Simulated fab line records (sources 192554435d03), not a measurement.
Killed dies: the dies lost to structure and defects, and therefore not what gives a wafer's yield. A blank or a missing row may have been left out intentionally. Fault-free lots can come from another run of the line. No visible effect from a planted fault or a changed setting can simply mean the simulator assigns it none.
Split-lot study | flow n5-finfet | route with 1938 steps; 7 lots, 21 wafers read

ABOUT THE SPLIT
At N5_BEOL_M15_ETCH_61 (etches BARC in N2/H2, target depth 89 nm, overetch 26.7 nm, time 67.9 s), the setting time-s was moved away from the recipe's 67.9 s on 8 of the 21 wafers read, by -19.5% to +19.0%. This setting was run at the recipe's value on the other wafers.

Reading taken at the split's own step.

THE READING
coat_of_BEOL_M15_COAT_22.thk-nm (the simulator's own value, which no gauge read), in nm, at N5_BEOL_M15_ETCH_61 (etches BARC in N2/H2, target depth 89 nm, overetch 26.7 nm, time 67.9 s). No usual value for it is given in the file. Across the 13 wafers here that went through the recipe, the average is 717.5 nm and the standard deviation 2.2 nm.

wafer  | tool, chamber at the split | time-s as run, s | against the recipe | coat_of_BEOL_M15_COAT_22.thk-nm, nm | against lot-mates on the recipe
L079.3 | rie-diel-01, 0             | 67.9             | recipe             | 717                                 | -
L079.5 | rie-diel-01, 1             | 67.9             | recipe             | 719.4                               | -
L079.6 | rie-diel-01, 2             | 67.9             | recipe             | 720.2                               | -
L080.1 | rie-diel-04, 1             | 67.9             | recipe             | 714.4                               | -
L080.5 | rie-diel-04, 2             | 67.9             | recipe             | 717                                 | -
L080.6 | rie-diel-04, 1             | 67.9             | recipe             | 712.6                               | -
L087.1 | rie-diel-04, 0             | 67.9             | recipe             | 719                                 | -
L087.4 | rie-diel-04, 1             | 67.9             | recipe             | 716.8                               | -
L087.5 | rie-diel-04, 3             | 58.57            | -13.7%             | 726.6                               | +8.7
L086.1 | rie-diel-01, 2             | 80.81            | +19.0%             | 708.4                               | -9.3
L086.2 | rie-diel-01, 3             | 67.9             | recipe             | 720.2                               | -
L086.3 | rie-diel-01, 0             | 67.9             | recipe             | 715.2                               | -
L088.1 | rie-diel-05, 1             | 67.9             | recipe             | 719                                 | -
L088.3 | rie-diel-05, 3             | 59.43            | -12.5%             | 727.8                               | +8.8
L088.6 | rie-diel-05, 1             | 59.43            | -12.5%             | 723.8                               | +4.8
L089.2 | rie-diel-04, 1             | 67.9             | recipe             | 718.8                               | -
L089.4 | rie-diel-04, 3             | 76.12            | +12.1%             | 715                                 | -3.8
L089.6 | rie-diel-04, 1             | 76.12            | +12.1%             | 710.2                               | -8.6
L093.4 | rie-diel-01, 3             | 54.63            | -19.5%             | 729.8                               | +11.6
L093.5 | rie-diel-01, 2             | 54.63            | -19.5%             | 730.8                               | +12.6
L093.6 | rie-diel-01, 1             | 67.9             | recipe             | 718.2                               | -

THE FIT
A straight line over all 21 wafers: coat_of_BEOL_M15_COAT_22.thk-nm changes by -0.575 nm for each +1% of time-s; r = -0.93; the points scatter about the line by 2.3 nm.
The same after taking each lot's own level away (the mean of its wafers on the recipe; 21 wafers): -0.563 nm for each +1%; r = -0.96; scatter 1.7 nm.
On that fit, the largest move of time-s shifts the reading by 11 nm.
Measured against the standard deviation above, the lots' own levels, which go from 714.67 to 719.00 nm, span 1.9 times it.
The two slopes are in agreement: the lot-to-lot level therefore moves the slope only a little.
Check: for one of the wafers moved furthest among these (-19.5%), held out of the fit, the line's prediction against its lot-mates is +11.2 nm. Against them it came out at +11.6 nm.

OTHER SPLITS ON THESE WAFERS
Note: prior to the reading, these wafers also went through further splits. Each is held against what the fit with the lots' levels taken away leaves over:
other split on the same wafers | wafers away from the commonest value | r with coat_of_BEOL_M15_COAT_22.thk-nm (lot level and that fit taken away)
N5_BEOL_M10_DESCUM_16 time-s   | 8                                    | +0.13
N5_BEOL_M11_PECVD_70 temp-c    | 8                                    | -0.05
N5_BEOL_M13_COAT_22 spin-rpm   | 4                                    | -0.11
N5_BEOL_M13_EXPOSE_25 dose-mj  | 14                                   | -0.02
N5_BEOL_M14_ETCH_68 time-s     | 5                                    | +0.48
N5_BEOL_M14_SPUTTER_43 power-w | 5                                    | -0.08

THE FILE'S OWN FIT
coat_of_BEOL_M15_COAT_22.thk-nm changes by -0.561 nm for each +1% of time-s, r = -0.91.
